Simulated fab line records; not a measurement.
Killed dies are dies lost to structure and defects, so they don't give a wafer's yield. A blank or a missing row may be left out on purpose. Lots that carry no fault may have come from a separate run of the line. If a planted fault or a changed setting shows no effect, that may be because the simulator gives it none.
Chamber matching || flow nand-harc || 4 sister chambers for NHARC_A_STAIRCASE_DESCUM_219 on rie-diel-06
The step chemistry O2, time 3 s. 16 wafers are shown with their chamber, then 8 later ones without.

## WAFERS PAIRED WITH THEIR CHAMBERS
{"wafer": "L077.2", "chamber": 1, "drypump-motor-current-A (A)": 5.28, "showerhead-plenum-p-Torr (Torr)": 1.89, "oes-product-au (a.u.)": 0.975}
{"wafer": "L077.4", "chamber": 2, "drypump-motor-current-A (A)": 5.39, "showerhead-plenum-p-Torr (Torr)": 1.84, "oes-product-au (a.u.)": 0.988}
{"wafer": "L077.6", "chamber": 3, "drypump-motor-current-A (A)": 5.93, "showerhead-plenum-p-Torr (Torr)": 1.94, "oes-product-au (a.u.)": 0.994}
{"wafer": "L081.2", "chamber": 3, "drypump-motor-current-A (A)": 5.94, "showerhead-plenum-p-Torr (Torr)": 1.94, "oes-product-au (a.u.)": 1.001}
{"wafer": "L081.3", "chamber": 0, "drypump-motor-current-A (A)": 5.01, "showerhead-plenum-p-Torr (Torr)": 2.05, "oes-product-au (a.u.)": 1.002}
{"wafer": "L081.5", "chamber": 3, "drypump-motor-current-A (A)": 5.96, "showerhead-plenum-p-Torr (Torr)": 1.94, "oes-product-au (a.u.)": 0.997}
{"wafer": "L083.2", "chamber": 0, "drypump-motor-current-A (A)": 5.04, "showerhead-plenum-p-Torr (Torr)": 2.04, "oes-product-au (a.u.)": 0.994}
{"wafer": "L083.4", "chamber": 2, "drypump-motor-current-A (A)": 5.42, "showerhead-plenum-p-Torr (Torr)": 1.84, "oes-product-au (a.u.)": 0.982}
{"wafer": "L083.5", "chamber": 2, "drypump-motor-current-A (A)": 5.43, "showerhead-plenum-p-Torr (Torr)": 1.84, "oes-product-au (a.u.)": 0.975}
{"wafer": "L085.1", "chamber": 1, "drypump-motor-current-A (A)": 5.25, "showerhead-plenum-p-Torr (Torr)": 1.88, "oes-product-au (a.u.)": 0.985}
{"wafer": "L085.2", "chamber": 2, "drypump-motor-current-A (A)": 5.40, "showerhead-plenum-p-Torr (Torr)": 1.83, "oes-product-au (a.u.)": 0.998}
{"wafer": "L085.4", "chamber": 3, "drypump-motor-current-A (A)": 5.91, "showerhead-plenum-p-Torr (Torr)": 1.94, "oes-product-au (a.u.)": 0.998}
{"wafer": "L087.1", "chamber": 2, "drypump-motor-current-A (A)": 5.39, "showerhead-plenum-p-Torr (Torr)": 1.83, "oes-product-au (a.u.)": 0.993}
{"wafer": "L087.4", "chamber": 3, "drypump-motor-current-A (A)": 5.94, "showerhead-plenum-p-Torr (Torr)": 1.94, "oes-product-au (a.u.)": 0.986}
{"wafer": "L087.6", "chamber": 2, "drypump-motor-current-A (A)": 5.40, "showerhead-plenum-p-Torr (Torr)": 1.83, "oes-product-au (a.u.)": 0.993}
{"wafer": "L094.1", "chamber": 3, "drypump-motor-current-A (A)": 5.93, "showerhead-plenum-p-Torr (Torr)": 1.93, "oes-product-au (a.u.)": 0.990}

SIGNATURES (means of the wafers above)
{"reading": "drypump-motor-current-A", "chamber 0": 5.0250, "chamber 1": 5.2650, "chamber 2": 5.4050, "chamber 3": 5.9350, "scatter within a chamber": 0.0173}
{"reading": "showerhead-plenum-p-Torr", "chamber 0": 2.0450, "chamber 1": 1.8850, "chamber 2": 1.8350, "chamber 3": 1.9383, "scatter within a chamber": 0.00527}
{"reading": "oes-product-au", "chamber 0": 0.99800, "chamber 1": 0.98000, "chamber 2": 0.98817, "chamber 3": 0.99433, "scatter within a chamber": 0.00701}
Rule: for a wafer and a chamber, the distance is found by dividing, reading by reading, the gap between the wafer's reading and the chamber's mean by the reading's scatter, squaring, summing and taking the root. The wafer belongs to the nearest chamber; if the next one is less than 2 further off, it can't be placed. How the scatter is found: for the shown wafers, subtract from each reading the mean of its chamber, square and add these, divide the total by (wafers less chambers), then take the root.

## WAFERS WHOSE CHAMBER IS MISSING
{"wafer": "L094.3", "drypump-motor-current-A (A)": 5.00, "showerhead-plenum-p-Torr (Torr)": 2.03, "oes-product-au (a.u.)": 0.970}
{"wafer": "L094.4", "drypump-motor-current-A (A)": 5.27, "showerhead-plenum-p-Torr (Torr)": 1.88, "oes-product-au (a.u.)": 1.002}
{"wafer": "L095.3", "drypump-motor-current-A (A)": 5.27, "showerhead-plenum-p-Torr (Torr)": 1.87, "oes-product-au (a.u.)": 1.015}
{"wafer": "L095.5", "drypump-motor-current-A (A)": 5.92, "showerhead-plenum-p-Torr (Torr)": 1.93, "oes-product-au (a.u.)": 0.996}
{"wafer": "L095.6", "drypump-motor-current-A (A)": 5.41, "showerhead-plenum-p-Torr (Torr)": 1.82, "oes-product-au (a.u.)": 1.015}
{"wafer": "L097.1", "drypump-motor-current-A (A)": 4.98, "showerhead-plenum-p-Torr (Torr)": 2.03, "oes-product-au (a.u.)": 0.984}
{"wafer": "L097.2", "drypump-motor-current-A (A)": 5.42, "showerhead-plenum-p-Torr (Torr)": 1.82, "oes-product-au (a.u.)": 1.006}
{"wafer": "L097.5", "drypump-motor-current-A (A)": 5.28, "showerhead-plenum-p-Torr (Torr)": 1.87, "oes-product-au (a.u.)": 1.011}

## WHICH CHAMBER EACH WENT THROUGH
{"wafer": "L094.3", "from the rows above": 0, "in truth": 0}
{"wafer": "L094.4", "from the rows above": 1, "in truth": 1}
{"wafer": "L095.3", "from the rows above": 1, "in truth": 1}
{"wafer": "L095.5", "from the rows above": 3, "in truth": 3}
{"wafer": "L095.6", "from the rows above": 2, "in truth": 2}
{"wafer": "L097.1", "from the rows above": 0, "in truth": 0}
{"wafer": "L097.2", "from the rows above": 2, "in truth": 2}
{"wafer": "L097.5", "from the rows above": 1, "in truth": 1}
Placed correctly: 8 of 8. Can't be placed from these rows: 0. Placed wrongly: 0.
